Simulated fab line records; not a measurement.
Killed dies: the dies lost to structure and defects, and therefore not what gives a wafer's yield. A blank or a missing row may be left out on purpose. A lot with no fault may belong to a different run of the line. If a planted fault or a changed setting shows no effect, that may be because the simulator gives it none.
fab line records -- flow nand-harc
record lots=24, wafers=72, last-day=33
route steps=1302 shown P_GATE@151 P_CONTACT@252 P_M0@264 P_M1@302
lots that met no fault: taken from a fault-free run of the same line
start-h: the number of hours between the record's first day and the start of the first shown wafer of the lot -- wait-h: how many hours have passed since the lot's step before this one -- " identical to the entry in the row above -- L1.1+2: a single row standing in for several wafers -- - either no value or no given start -- * or withheld: withheld -- < > ~ a bound
route shown NAME@n: names a module that has steps shown in the file, with the first one's number in the route -- usual: mean/standard deviation of fault-free wafers -- same: alike in all rows -- chamber/n: place in a boat -- sites: each site's reading -- _std_site: the standard deviation of these -- _edge_site: inner sites' mean taken away from outer sites' mean -- radius-mm: how far each site lies from the wafer's centre -- mask NAME#n: copy n -- behind: tool/chamber where the wafer was last shaped -- hold: why the lot was held/for how many hours/how that ended -- device: names the non-switching transistor (n, p or np) -- end of line: at the end of the route, the tests of the same wafers -- a step without rows: its recipe alone -- killed: not the wafer's yield, but the dies lost to structure and defects at the first sort -- map: shows each die of a wafer: x if killed, . if not, _ if none is there
set.NAME: the setting the step ran with; set.NAME@STEP: the setting that earlier step ran with -- model.NAME: the simulator's own value behind a step, which no gauge read
route steps across a sampled set of lots; one table per step, one row per wafer
services: when a tool's chamber went out of use (start-h, in hours from the record's first day, below 0 if earlier), for how many hours, and the reason
## steps
# step NHARC_P_GATE_CD_MEAS_33
# usual cd-nm=120/3.4
lot.wafer,tool,chamber,start-h,wait-h,cd-nm
L074.2,cd-sem-02,-,92.28,-,119
L074.3,cd-sem-02,-,92.28,-,118
L074.6,cd-sem-02,-,92.28,-,124
L075.2,cd-sem-03,-,107.13,0.2,117
L075.5,cd-sem-03,-,107.13,0.2,119
L075.6,cd-sem-03,-,107.13,0.2,118
L076.1,cd-sem-02,-,115.55,0.2,125
L076.3,cd-sem-02,-,115.55,0.2,125
L076.4,cd-sem-02,-,115.55,0.2,124
L077.1,cd-sem-02,-,125.63,0.1,122
L077.3,cd-sem-02,-,125.63,0.1,124
L077.4,cd-sem-02,-,125.63,0.1,119
L078.2,cd-sem-01,-,137.54,-,117
L078.3,cd-sem-01,-,137.54,-,122
L078.6,cd-sem-01,-,137.54,-,118
L079.2,cd-sem-03,-,144.96,-,117
L079.3,cd-sem-03,-,144.96,-,125
L079.6,cd-sem-03,-,144.96,-,120
L080.4,cd-sem-02,-,162.01,0.1,121
L080.5,cd-sem-02,-,162.01,0.1,120
L080.6,cd-sem-02,-,162.01,0.1,120
L081.1,cd-sem-02,-,169.76,-,121
L081.2,cd-sem-02,-,169.76,-,122
L081.6,cd-sem-02,-,169.76,-,124
L082.1,cd-sem-02,-,182.46,-,117
L082.4,cd-sem-02,-,182.46,-,120
L082.6,cd-sem-02,-,182.46,-,119
L083.1,cd-sem-01,-,195.80,-,125
L083.4,cd-sem-01,-,195.80,-,118
L083.6,cd-sem-01,-,195.80,-,125
L084.1,cd-sem-03,-,204.67,-,126
L084.2,cd-sem-03,-,204.67,-,117
L084.6,cd-sem-03,-,204.67,-,127
L085.1,cd-sem-02,-,212.59,0.2,125
L085.2,cd-sem-02,-,212.59,0.2,121
L085.6,cd-sem-02,-,212.59,0.2,128
L086.2,cd-sem-01,-,220.11,-,121
L086.3,cd-sem-01,-,220.11,-,116
L086.5,cd-sem-01,-,220.11,-,115
L087.3,cd-sem-03,-,246.50,-,115
L087.4,cd-sem-03,-,246.50,-,119
L087.5,cd-sem-03,-,246.50,-,122
L088.1,cd-sem-02,-,246.84,-,117
L088.3,cd-sem-02,-,246.84,-,122
L088.4,cd-sem-02,-,246.84,-,122
L089.4,cd-sem-03,-,250.02,-,115
L089.5,cd-sem-03,-,250.02,-,116
L089.6,cd-sem-03,-,250.02,-,121
L090.1,cd-sem-02,-,257.71,-,123
L090.3,cd-sem-02,-,257.71,-,121
L090.6,cd-sem-02,-,257.71,-,122
L091.1,cd-sem-02,-,267.70,-,115
L091.4,cd-sem-02,-,267.70,-,125
L091.5,cd-sem-02,-,267.70,-,122
L092.3,cd-sem-03,-,282.44,-,127
L092.4,cd-sem-03,-,282.44,-,122
L092.6,cd-sem-03,-,282.44,-,126
L093.2,cd-sem-01,-,294.05,-,121
L093.4,cd-sem-01,-,294.05,-,116
L093.5,cd-sem-01,-,294.05,-,120
L094.4,cd-sem-02,-,304.57,-,121
L094.5,cd-sem-02,-,304.57,-,121
L094.6,cd-sem-02,-,304.57,-,117
L095.2,cd-sem-01,-,306.96,-,122
L095.3,cd-sem-01,-,306.96,-,120
L095.4,cd-sem-01,-,306.96,-,115
L096.4,cd-sem-03,-,323.92,-,120
L096.5,cd-sem-03,-,323.92,-,121
L096.6,cd-sem-03,-,323.92,-,118
L097.3,cd-sem-02,-,332.28,-,118
L097.4,cd-sem-02,-,332.28,-,121
L097.5,cd-sem-02,-,332.28,-,118
# step NHARC_P_CONTACT_INSPECT_27
# usual raw-defect-count=305/130
lot.wafer,tool,chamber,start-h,wait-h,raw-defect-count
L074.2,defect-inspect-01,-,116.75,0.1,442
L074.3,defect-inspect-01,-,116.75,0.1,476
L074.6,defect-inspect-01,-,116.75,0.1,204
L075.2,defect-inspect-01,-,129.76,0.1,283
L075.5,defect-inspect-01,-,129.76,0.1,256
L075.6,defect-inspect-01,-,129.76,0.1,309
L076.1,defect-inspect-02,-,137.91,0.1,269
L076.3,defect-inspect-02,-,137.91,0.1,283
L076.4,defect-inspect-02,-,137.91,0.1,277
L077.1,defect-inspect-02,-,147.87,0.1,375
L077.3,defect-inspect-02,-,147.87,0.1,335
L077.4,defect-inspect-02,-,147.87,0.1,332
L078.2,defect-inspect-02,-,160.97,0.1,252
L078.3,defect-inspect-02,-,160.97,0.1,170
L078.6,defect-inspect-02,-,160.97,0.1,367
L079.2,defect-inspect-02,-,170.45,0.1,197
L079.3,defect-inspect-02,-,170.45,0.1,173
L079.6,defect-inspect-02,-,170.45,0.1,118
L080.4,defect-inspect-02,-,184.56,0.1,299
L080.5,defect-inspect-02,-,184.56,0.1,432
L080.6,defect-inspect-02,-,184.56,0.1,302
L081.1,defect-inspect-01,-,192.12,0.1,300
L081.2,defect-inspect-01,-,192.12,0.1,350
L081.6,defect-inspect-01,-,192.12,0.1,403
L082.1,defect-inspect-02,-,206.97,0.1,396
L082.4,defect-inspect-02,-,206.97,0.1,651
L082.6,defect-inspect-02,-,206.97,0.1,565
L083.1,defect-inspect-01,-,218.12,0.1,341
L083.4,defect-inspect-01,-,218.12,0.1,270
L083.6,defect-inspect-01,-,218.12,0.1,254
L084.1,defect-inspect-02,-,227.14,0.1,239
L084.2,defect-inspect-02,-,227.14,0.1,446
L084.6,defect-inspect-02,-,227.14,0.1,220
L085.1,defect-inspect-01,-,234.99,0.1,149
L085.2,defect-inspect-01,-,234.99,0.1,210
L085.6,defect-inspect-01,-,234.99,0.1,204
L086.2,defect-inspect-01,-,242.57,0.1,193
L086.3,defect-inspect-01,-,242.57,0.1,224
L086.5,defect-inspect-01,-,242.57,0.1,343
L088.1,defect-inspect-01,-,269.75,0.1,237
L088.3,defect-inspect-01,-,269.75,0.1,304
L088.4,defect-inspect-01,-,269.75,0.1,587
L087.3,defect-inspect-02,-,270.99,0.1,374
L087.4,defect-inspect-02,-,270.99,0.1,511
L087.5,defect-inspect-02,-,270.99,0.1,436
L089.4,defect-inspect-01,-,272.34,0.1,405
L089.5,defect-inspect-01,-,272.34,0.1,346
L089.6,defect-inspect-01,-,272.34,0.1,445
L090.1,defect-inspect-02,-,280.69,0.1,413
L090.3,defect-inspect-02,-,280.69,0.1,662
L090.6,defect-inspect-02,-,280.69,0.1,445
L091.1,defect-inspect-01,-,289.85,0.1,305
L091.4,defect-inspect-01,-,289.85,0.1,281
L091.5,defect-inspect-01,-,289.85,0.1,221
L092.3,defect-inspect-02,-,304.72,0.1,335
L092.4,defect-inspect-02,-,304.72,0.1,255
L092.6,defect-inspect-02,-,304.72,0.1,199
L093.2,defect-inspect-01,-,316.30,0.1,161
L093.4,defect-inspect-01,-,316.30,0.1,237
L093.5,defect-inspect-01,-,316.30,0.1,155
L094.4,defect-inspect-01,-,326.79,0.1,182
L094.5,defect-inspect-01,-,326.79,0.1,236
L094.6,defect-inspect-01,-,326.79,0.1,336
L095.2,defect-inspect-02,-,329.05,0.1,177
L095.3,defect-inspect-02,-,329.05,0.1,199
L095.4,defect-inspect-02,-,329.05,0.1,307
L096.4,defect-inspect-01,-,346.23,0.1,157
L096.5,defect-inspect-01,-,346.23,0.1,201
L096.6,defect-inspect-01,-,346.23,0.1,212
L097.3,defect-inspect-02,-,354.62,0.1,376
L097.4,defect-inspect-02,-,354.62,0.1,227
L097.5,defect-inspect-02,-,354.62,0.1,142
# step NHARC_P_M0_OVL_MEAS_10
# recipe pitch-nm=180
# usual overlay-x-nm=0.1/1.1, overlay-y-nm=-0.5/0.86
lot.wafer,tool,chamber,start-h,wait-h,overlay-x-nm,overlay-y-nm
L074.2,overlay-02,-,117.74,-,-0.9,0.3
L074.3,overlay-02,-,117.74,-,-0.8,-0.1
L074.6,overlay-02,-,117.74,-,-1.2,0.8
L075.2,overlay-01,-,130.75,-,-0.2,1.0
L075.5,overlay-01,-,130.75,-,0.6,0.5
L075.6,overlay-01,-,130.75,-,0.4,0.2
L076.1,overlay-02,-,138.77,-,1.2,-1.9
L076.3,overlay-02,-,138.77,-,0.7,-0.6
L076.4,overlay-02,-,138.77,-,0.7,-1.3
L077.1,overlay-02,-,148.86,-,0.3,1.7
L077.3,overlay-02,-,148.86,-,0.6,1.4
L077.4,overlay-02,-,148.86,-,0.3,1.0
L078.2,overlay-01,-,161.83,-,1.8,-0.5
L078.3,overlay-01,-,161.83,-,1.0,-1.4
L078.6,overlay-01,-,161.83,-,0.9,-1.4
L079.2,overlay-02,-,171.31,-,-0.7,-1.2
L079.3,overlay-02,-,171.31,-,-0.7,-0.9
L079.6,overlay-02,-,171.31,-,-0.5,-0.9
L080.4,overlay-02,-,185.42,-,-0.3,-0.3
L080.5,overlay-02,-,185.42,-,0.1,-0.4
L080.6,overlay-02,-,185.42,-,-0.8,-0.2
L081.1,overlay-01,-,193.11,-,-1.0,-0.4
L081.2,overlay-01,-,193.11,-,-1.1,-0.3
L081.6,overlay-01,-,193.11,-,-1.4,-0.4
L082.1,overlay-01,-,207.96,-,1.4,-1.8
L082.4,overlay-01,-,207.96,-,1.8,-3.0
L082.6,overlay-01,-,207.96,-,0.9,-2.2
L083.1,overlay-01,-,219.11,-,2.0,-0.6
L083.4,overlay-01,-,219.11,-,1.6,-0.4
L083.6,overlay-01,-,219.11,-,2.1,-0.4
L084.1,overlay-01,-,228.12,-,-2.7,-1.4
L084.2,overlay-01,-,228.12,-,-2.4,-1.4
L084.6,overlay-01,-,228.12,-,-2.5,-1.2
L085.1,overlay-02,-,235.86,-,-0.2,0.2
L085.2,overlay-02,-,235.86,-,0.3,0.5
L085.6,overlay-02,-,235.86,-,0.2,0.4
L086.2,overlay-02,-,243.44,-,-0.5,0.5
L086.3,overlay-02,-,243.44,-,-0.5,-0.1
L086.5,overlay-02,-,243.44,-,-0.8,0.5
L088.1,overlay-02,-,270.62,-,-0.5,-0.4
L088.3,overlay-02,-,270.62,-,-0.3,-1.2
L088.4,overlay-02,-,270.62,-,-0.7,-1.9
L087.3,overlay-01,-,271.85,-,0.2,-0.9
L087.4,overlay-01,-,271.85,-,0.5,-0.6
L087.5,overlay-01,-,271.85,-,-0.1,0.0
L089.4,overlay-01,-,273.35,-,1.3,-0.6
L089.5,overlay-01,-,273.35,-,1.1,-0.8
L089.6,overlay-01,-,273.35,-,1.1,-0.7
L090.1,overlay-02,-,281.72,-,0.7,-0.9
L090.3,overlay-02,-,281.72,-,0.3,-0.6
L090.6,overlay-02,-,281.72,-,0.3,-0.3
L091.1,overlay-01,-,290.84,-,-0.5,-1.6
L091.4,overlay-01,-,290.84,-,-0.5,-1.8
L091.5,overlay-01,-,290.84,-,-0.9,-1.8
L092.3,overlay-02,-,305.71,-,0.7,0.1
L092.4,overlay-02,-,305.71,-,1.4,0.4
L092.6,overlay-02,-,305.71,-,1.9,-0.1
L093.2,overlay-01,-,317.31,-,1.1,-1.2
L093.4,overlay-01,-,317.31,-,1.4,-1.3
L093.5,overlay-01,-,317.31,-,1.3,-0.8
L094.4,overlay-01,-,327.78,-,0.7,-0.4
L094.5,overlay-01,-,327.78,-,0.2,-0.4
L094.6,overlay-01,-,327.78,-,1.0,-0.4
L095.2,overlay-01,-,329.91,-,-0.3,-0.4
L095.3,overlay-01,-,329.91,-,0.2,-0.7
L095.4,overlay-01,-,329.91,-,0.1,-0.2
L096.4,overlay-01,-,347.22,-,-1.8,0.9
L096.5,overlay-01,-,347.22,-,-1.3,0.6
L096.6,overlay-01,-,347.22,-,-1.3,0.9
L097.3,overlay-02,-,355.61,-,0.6,-0.5
L097.4,overlay-02,-,355.61,-,0.2,-0.6
L097.5,overlay-02,-,355.61,-,0.3,-0.8
# step NHARC_P_M0_DEGAS_28
# recipe temp-c=250, time-s=60
# usual heater-power-w=322/21
lot.wafer,tool,chamber,start-h,wait-h,heater-power-w
L074.2,pvd-sputter-02,-,118.91,-,336
L074.3,pvd-sputter-02,-,118.91,-,364
L074.6,pvd-sputter-02,-,118.91,-,336
L075.2,pvd-sputter-03,-,131.77,-,304
L075.6,pvd-sputter-03,-,131.77,-,317
L075.5,pvd-sputter-03,-,131.77,-,296
L076.1,pvd-sputter-03,-,139.80,-,319
L076.4,pvd-sputter-03,-,139.80,-,304
L076.3,pvd-sputter-03,-,139.80,-,326
L077.1,pvd-sputter-02,-,149.97,-,359
L077.4,pvd-sputter-02,-,149.97,-,330
L077.3,pvd-sputter-02,-,149.97,-,334
L078.2,pvd-sputter-01,-,162.89,-,319
L078.3,pvd-sputter-01,-,162.89,-,288
L078.6,pvd-sputter-01,-,162.89,-,328
L079.3,pvd-sputter-02,-,172.34,-,335
L079.2,pvd-sputter-02,-,172.34,-,328
L079.6,pvd-sputter-02,-,172.34,-,327
L080.4,pvd-sputter-01,-,186.46,-,325
L080.5,pvd-sputter-01,-,186.46,-,281
L080.6,pvd-sputter-01,-,186.46,-,344
L081.2,pvd-sputter-02,-,194.17,-,325
L081.1,pvd-sputter-02,-,194.17,-,333
L081.6,pvd-sputter-02,-,194.17,-,326
L082.4,pvd-sputter-02,-,209.07,-,374
L082.1,pvd-sputter-02,-,209.07,-,324
L082.6,pvd-sputter-02,-,209.07,-,338
L083.1,pvd-sputter-02,-,220.13,-,356
L083.4,pvd-sputter-02,-,220.13,-,332
L083.6,pvd-sputter-02,-,220.13,-,355
L084.1,pvd-sputter-01,-,229.14,-,320
L084.2,pvd-sputter-01,-,229.14,-,338
L084.6,pvd-sputter-01,-,229.14,-,315
L085.2,pvd-sputter-02,-,237.87,-,323
L085.1,pvd-sputter-02,-,237.87,-,338
L085.6,pvd-sputter-02,-,237.87,-,316
L086.2,pvd-sputter-03,-,244.45,-,306
L086.3,pvd-sputter-03,-,244.45,-,293
L086.5,pvd-sputter-03,-,244.45,-,328
L088.1,pvd-sputter-03,-,272.40,-,339
L088.3,pvd-sputter-03,-,272.40,-,309
L088.4,pvd-sputter-03,-,272.40,-,309
L087.3,pvd-sputter-01,-,272.95,-,329
L087.4,pvd-sputter-01,-,272.95,-,299
L087.5,pvd-sputter-01,-,272.95,-,328
L089.4,pvd-sputter-01,-,274.38,-,301
L089.5,pvd-sputter-01,-,274.38,-,282
L089.6,pvd-sputter-01,-,274.38,-,333
L090.1,pvd-sputter-03,-,282.77,-,308
L090.3,pvd-sputter-03,-,282.77,-,298
L090.6,pvd-sputter-03,-,282.77,-,314
L091.1,pvd-sputter-01,-,291.95,-,338
L091.4,pvd-sputter-01,-,291.95,-,302
L091.5,pvd-sputter-01,-,291.95,-,316
L092.4,pvd-sputter-02,-,306.77,-,351
L092.3,pvd-sputter-02,-,306.77,-,334
L092.6,pvd-sputter-02,-,306.77,-,326
L093.4,pvd-sputter-03,-,318.45,-,318
L093.2,pvd-sputter-03,-,318.45,-,318
L093.5,pvd-sputter-03,-,318.45,-,296
L094.4,pvd-sputter-01,-,328.85,-,282
L094.6,pvd-sputter-01,-,328.85,-,297
L094.5,pvd-sputter-01,-,328.85,-,324
L095.3,pvd-sputter-02,-,330.94,-,337
L095.4,pvd-sputter-02,-,330.94,-,353
L095.2,pvd-sputter-02,-,330.94,-,323
L096.4,pvd-sputter-01,-,348.24,-,283
L096.6,pvd-sputter-01,-,348.24,-,316
L096.5,pvd-sputter-01,-,348.24,-,276
L097.4,pvd-sputter-01,-,356.62,-,296
L097.3,pvd-sputter-01,-,356.62,-,331
L097.5,pvd-sputter-01,-,356.62,-,337
# step NHARC_P_M1_STRIP_18
# recipe power-w=1000, n2-flow-sccm=150, h2-flow-sccm=150, ar-flow-sccm=0, bias-w=0, chemistry=N2/H2
# usual chamber-pressure-mTorr=29.995/0.028, drypump-motor-current-A=5.6/0.36, n2-flow-sccm=149.9/0.46, oes-product-au=1.002/0.014, rf-vpp-V=90.4/0.92, showerhead-plenum-p-Torr=2.00/0.08, throttle-valve-pct=14.172/0.0085
lot.wafer,tool,chamber,start-h,wait-h,chamber-pressure-mTorr,drypump-motor-current-A,n2-flow-sccm,oes-product-au,rf-hours-counter-h,rf-vpp-V,showerhead-plenum-p-Torr,throttle-valve-pct
L074.3,rie-diel-02,1,122.45,0.1,30.026,5.5,150.0,1.008,6,91.9,2.13,14.172
L074.2,rie-diel-02,2,122.45,0.1,30.025,5.9,149.9,1.000,6,91.4,1.96,14.173
L074.6,rie-diel-02,1,122.45,0.1,29.925,5.6,150.4,1.014,-,90.5,2.13,14.163
L075.2,rie-diel-02,1,135.31,0.1,29.986,5.5,150.3,1.004,7,91.4,2.13,14.172
L075.6,rie-diel-02,1,135.31,0.1,30.015,5.5,150.1,1.014,-,90.6,2.13,14.164
L075.5,rie-diel-02,2,135.31,0.1,29.998,5.9,150.4,1.012,-,91.0,1.96,14.195
L076.4,rie-diel-02,3,143.43,0.1,30.007,5.4,149.3,0.973,9,91.0,2.09,14.183
L076.3,rie-diel-02,0,143.43,0.1,30.054,5.1,149.8,1.010,8,89.1,1.91,14.165
L076.1,rie-diel-02,2,143.43,0.1,29.992,5.9,150.2,1.003,7,90.1,1.96,14.184
L077.4,rie-diel-08,0,153.37,0.1,29.971,5.3,150.3,1.019,8,90.7,1.98,14.161
L077.1,rie-diel-08,2,153.37,0.1,29.994,5.7,150.0,1.001,8,91.5,2.06,14.168
L077.3,rie-diel-08,3,153.37,0.1,29.988,6.2,150.3,0.993,9,89.5,1.98,14.183
L078.2,rie-diel-08,1,166.36,0.1,29.962,5.4,150.2,0.991,7,90.1,1.92,14.173
L078.3,rie-diel-08,3,166.36,0.1,30.023,6.2,149.7,0.983,10,91.0,1.98,14.163
L078.6,rie-diel-08,1,166.36,0.1,29.937,5.4,149.6,0.992,-,91.0,1.92,14.184
L079.2,rie-diel-08,3,175.88,0.1,30.012,6.2,150.3,0.994,10,89.6,1.98,14.167
L079.3,rie-diel-08,1,175.88,0.1,29.995,5.4,150.1,0.985,8,90.5,1.92,14.167
L079.6,rie-diel-08,2,175.88,0.1,29.988,5.7,149.9,1.001,-,90.2,2.06,14.166
L080.4,rie-diel-02,1,190.02,0.1,29.971,5.5,149.7,1.008,13,91.2,2.13,14.174
L080.6,rie-diel-02,0,190.02,0.1,29.958,5.1,150.0,1.009,-,88.7,1.91,14.174
L080.5,rie-diel-02,1,190.02,0.1,30.004,5.6,150.2,1.003,-,91.2,2.13,14.172
L081.1,rie-diel-02,0,197.62,0.1,29.877,5.1,149.9,1.021,14,87.7,1.91,14.179
L081.2,rie-diel-02,1,197.62,0.1,30.055,5.5,149.8,1.018,14,90.7,2.13,14.172
L081.6,rie-diel-02,0,197.62,0.1,29.995,5.1,150.6,1.022,-,89.8,1.91,14.164
L082.1,rie-diel-02,2,212.49,0.1,30.012,5.9,149.4,0.994,14,90.5,1.95,14.173
L082.4,rie-diel-02,3,212.49,0.1,30.007,5.4,149.2,0.974,16,90.7,2.08,14.168
L082.6,rie-diel-02,1,212.49,0.1,30.029,5.6,150.2,1.025,-,90.4,2.13,14.167
L083.1,rie-diel-12,2,223.96,0.1,29.999,5.1,149.8,0.998,42,90.5,2.08,14.174
L083.4,rie-diel-12,3,223.96,0.1,29.998,6.2,149.5,0.983,35,90.6,2.09,14.186
L083.6,rie-diel-12,1,223.96,0.1,29.973,5.4,149.7,0.998,-,89.9,1.89,14.164
L084.1,rie-diel-02,1,232.86,0.1,29.985,5.5,150.1,1.027,1,90.0,2.13,14.176
L084.2,rie-diel-02,2,232.86,0.1,29.989,5.9,149.2,0.979,0,90.9,1.95,14.179
L084.6,rie-diel-02,0,232.86,0.1,29.939,5.1,149.4,1.007,-,88.4,1.91,14.181
L085.2,rie-diel-08,0,241.39,0.1,29.961,5.3,150.3,1.005,3,89.4,1.98,14.178
L085.1,rie-diel-08,1,241.39,0.1,29.981,5.4,150.5,0.980,2,90.9,1.92,14.181
L085.6,rie-diel-08,3,241.39,0.1,30.029,6.2,149.6,1.007,-,89.0,1.98,14.168
L086.2,rie-diel-12,0,247.98,0.1,29.996,6.2,149.2,0.995,43,91.7,1.98,14.188
L086.3,rie-diel-12,1,247.98,0.1,29.999,5.4,149.9,1.021,42,91.1,1.89,14.169
L086.5,rie-diel-12,2,247.98,0.1,30.037,5.1,149.5,1.010,-,91.1,2.08,14.159
L088.1,rie-diel-02,2,275.92,0.1,29.998,5.9,149.7,0.979,4,89.2,1.95,14.176
L088.3,rie-diel-02,3,275.92,0.1,30.009,5.4,150.5,1.008,4,91.1,2.08,14.161
L088.4,rie-diel-02,1,275.92,0.1,29.988,5.5,150.1,1.028,5,91.7,2.13,14.176
L087.4,rie-diel-02,1,276.45,0.1,29.990,5.5,149.8,1.026,5,90.4,2.13,14.174
L087.3,rie-diel-02,0,276.45,0.1,30.024,5.1,150.0,1.025,5,89.2,1.90,14.175
L087.5,rie-diel-02,2,276.45,0.1,30.011,5.9,150.2,0.985,-,92.4,1.95,14.174
L089.4,rie-diel-12,0,277.93,0.1,30.053,6.2,150.1,1.005,0,90.0,1.98,14.151
L089.5,rie-diel-12,2,277.93,0.1,29.951,5.1,149.2,1.017,-,90.1,2.07,14.187
L089.6,rie-diel-12,3,277.93,0.1,30.001,6.1,150.4,0.990,-,92.0,2.09,14.166
L090.3,rie-diel-08,1,286.64,0.1,29.926,5.4,149.6,1.000,5,89.9,1.92,14.173
L090.1,rie-diel-08,3,286.64,0.1,29.982,6.1,150.5,1.000,5,91.9,1.98,14.176
L090.6,rie-diel-08,0,286.64,0.1,30.025,5.3,149.6,1.006,-,90.6,1.98,14.173
L091.1,rie-diel-02,2,295.55,0.1,30.051,5.9,149.7,0.985,6,89.2,1.95,14.175
L091.4,rie-diel-02,3,295.55,0.1,29.967,5.4,150.1,0.992,7,90.7,2.08,14.154
L091.5,rie-diel-02,1,295.55,0.1,30.012,5.5,150.0,1.036,-,91.3,2.13,14.178
L092.3,rie-diel-08,2,310.29,0.1,30.003,5.7,149.5,1.004,5,90.4,2.05,14.157
L092.6,rie-diel-08,3,310.29,0.1,30.006,6.2,150.5,0.992,-,89.5,1.98,14.175
L092.4,rie-diel-08,1,310.29,0.1,29.966,5.4,150.5,0.991,-,89.3,1.92,14.170
L093.2,rie-diel-08,1,322.01,0.1,29.975,5.4,150.1,0.995,8,89.3,1.92,14.167
L093.5,rie-diel-08,2,322.01,0.1,30.005,5.7,149.6,0.990,-,90.8,2.05,14.179
L093.4,rie-diel-08,3,322.01,0.1,30.003,6.2,149.9,0.985,-,90.6,1.98,14.163
L094.4,rie-diel-12,1,332.38,0.1,30.007,5.4,149.8,1.005,16,90.0,1.88,14.161
L094.5,rie-diel-12,0,332.38,0.1,29.988,6.2,150.3,1.000,-,90.1,1.97,14.163
L094.6,rie-diel-12,1,332.38,0.1,30.024,5.4,150.6,1.013,-,89.3,1.88,14.156
L095.2,rie-diel-08,2,335.47,0.1,29.983,5.8,149.1,1.005,8,92.0,2.05,14.155
L095.3,rie-diel-08,3,335.47,0.1,29.993,6.2,150.6,1.000,10,90.0,1.98,14.177
L095.4,rie-diel-08,2,335.47,0.1,29.993,5.7,149.9,1.001,-,90.8,2.05,14.171
L096.4,rie-diel-08,3,351.81,0.1,30.043,6.2,150.0,0.990,12,91.0,1.98,14.181
L096.6,rie-diel-08,0,351.81,0.1,29.984,5.4,149.9,1.010,-,89.3,1.98,14.168
L096.5,rie-diel-08,1,351.81,0.1,29.994,5.4,149.4,0.983,-,89.9,1.92,14.165
L097.4,rie-diel-02,0,360.21,0.1,29.950,5.1,150.2,1.018,12,90.3,1.90,14.184
L097.3,rie-diel-02,2,360.21,0.1,30.000,5.9,150.7,0.978,11,90.1,1.95,14.168
L097.5,rie-diel-02,0,360.21,0.1,30.027,5.1,150.1,1.016,-,90.4,1.90,14.177
# step NHARC_P_M1_THK_MEAS_24
# recipe thk-meas-gauge=xrf
# usual thk-nm=158.0/1.6
lot.wafer,tool,chamber,start-h,wait-h,thk-nm
L074.2,film-metro-01,-,124.50,-,157.3
L074.3,film-metro-01,-,124.50,-,158.0
L074.6,film-metro-01,-,124.50,-,159.2
L075.2,film-metro-02,-,137.36,-,158.6
L075.5,film-metro-02,-,137.36,-,157.2
L075.6,film-metro-02,-,137.36,-,160.7
L076.1,film-metro-02,-,145.52,-,159.0
L076.3,film-metro-02,-,145.52,-,160.0
L076.4,film-metro-02,-,145.52,-,158.9
L077.1,film-metro-02,-,155.43,-,159.2
L077.3,film-metro-02,-,155.43,-,157.9
L077.4,film-metro-02,-,155.43,-,158.6
L078.2,film-metro-01,-,168.40,-,160.9
L078.3,film-metro-01,-,168.40,-,158.4
L078.6,film-metro-01,-,168.40,-,155.0
L079.2,film-metro-01,-,177.98,-,157.0
L079.3,film-metro-01,-,177.98,-,158.6
L079.6,film-metro-01,-,177.98,-,159.1
L080.4,film-metro-02,-,192.04,-,156.7
L080.5,film-metro-02,-,192.04,-,160.8
L080.6,film-metro-02,-,192.04,-,155.0
L081.1,film-metro-01,-,199.64,-,157.8
L081.2,film-metro-01,-,199.64,-,159.3
L081.6,film-metro-01,-,199.64,-,158.2
L082.1,film-metro-02,-,214.47,-,155.9
L082.4,film-metro-02,-,214.47,-,156.9
L082.6,film-metro-02,-,214.47,-,158.0
L083.1,film-metro-02,-,226.52,-,157.5
L083.4,film-metro-02,-,226.52,-,157.2
L083.6,film-metro-02,-,226.52,-,156.6
L084.1,film-metro-01,-,235.00,-,155.0
L084.2,film-metro-01,-,235.00,-,156.9
L084.6,film-metro-01,-,235.00,-,158.3
L085.1,film-metro-02,-,243.51,-,159.3
L085.2,film-metro-02,-,243.51,-,158.9
L085.6,film-metro-02,-,243.51,-,161.7
L086.2,film-metro-02,-,250.08,-,157.5
L086.3,film-metro-02,-,250.08,-,159.8
L086.5,film-metro-02,-,250.08,-,157.8
L088.1,film-metro-02,-,277.96,-,157.4
L088.3,film-metro-02,-,277.96,-,157.3
L088.4,film-metro-02,-,277.96,-,154.9
L087.3,film-metro-02,-,278.48,-,157.4
L087.4,film-metro-02,-,278.48,-,159.4
L087.5,film-metro-02,-,278.48,-,158.6
L089.4,film-metro-02,-,279.92,-,154.9
L089.5,film-metro-02,-,279.92,-,155.3
L089.6,film-metro-02,-,279.92,-,157.3
L090.1,film-metro-02,-,288.65,-,154.9
L090.3,film-metro-02,-,288.65,-,156.1
L090.6,film-metro-02,-,288.65,-,157.3
L091.1,film-metro-01,-,297.63,-,156.7
L091.4,film-metro-01,-,297.63,-,157.5
L091.5,film-metro-01,-,297.63,-,159.0
L092.3,film-metro-01,-,312.40,-,160.3
L092.4,film-metro-01,-,312.40,-,157.3
L092.6,film-metro-01,-,312.40,-,158.8
L093.2,film-metro-01,-,324.47,-,157.7
L093.4,film-metro-01,-,324.47,-,156.6
L093.5,film-metro-01,-,324.47,-,157.3
L094.4,film-metro-01,-,334.40,-,159.3
L094.5,film-metro-01,-,334.40,-,160.4
L094.6,film-metro-01,-,334.40,-,156.3
L095.2,film-metro-01,-,337.53,-,155.3
L095.3,film-metro-01,-,337.53,-,156.7
L095.4,film-metro-01,-,337.53,-,157.7
L096.4,film-metro-02,-,353.78,-,155.7
L096.5,film-metro-02,-,353.78,-,155.4
L096.6,film-metro-02,-,353.78,-,160.9
L097.3,film-metro-01,-,362.31,-,158.3
L097.4,film-metro-01,-,362.31,-,157.2
L097.5,film-metro-01,-,362.31,-,158.3
## services
tool,chamber,start-h,hours,kind
rie-diel-02,0,97.70,-,clean
rie-diel-02,1,97.70,-,clean
rie-diel-02,2,97.70,-,clean
rie-diel-02,3,97.70,-,clean
pvd-sputter-02,-,104.33,10.0,pm
rie-diel-02,-,137.15,0.5,repair
rie-diel-12,-,149.48,1.0,repair
rie-diel-08,-,154.42,0.9,repair
rie-diel-12,3,156.83,5.2,repair
pvd-sputter-03,-,170.00,10.0,pm
pvd-sputter-02,-,174.46,11.6,repair
rie-diel-02,2,180.62,1.3,repair
rie-diel-12,-,182.88,0.6,repair
rie-diel-08,-,191.01,9.0,pm
rie-diel-02,-,216.70,9.0,pm
pvd-sputter-01,-,229.59,10.0,pm
rie-diel-12,3,247.09,7.3,repair
pvd-sputter-02,-,247.19,1.3,repair
rie-diel-12,-,268.51,9.0,pm
pvd-sputter-02,-,282.33,10.0,pm
pvd-sputter-03,-,291.28,6.7,repair
rie-diel-08,2,291.58,10.8,repair
rie-diel-08,0,299.07,50.3,repair
pvd-sputter-03,-,348.00,10.0,pm
## key
fault none
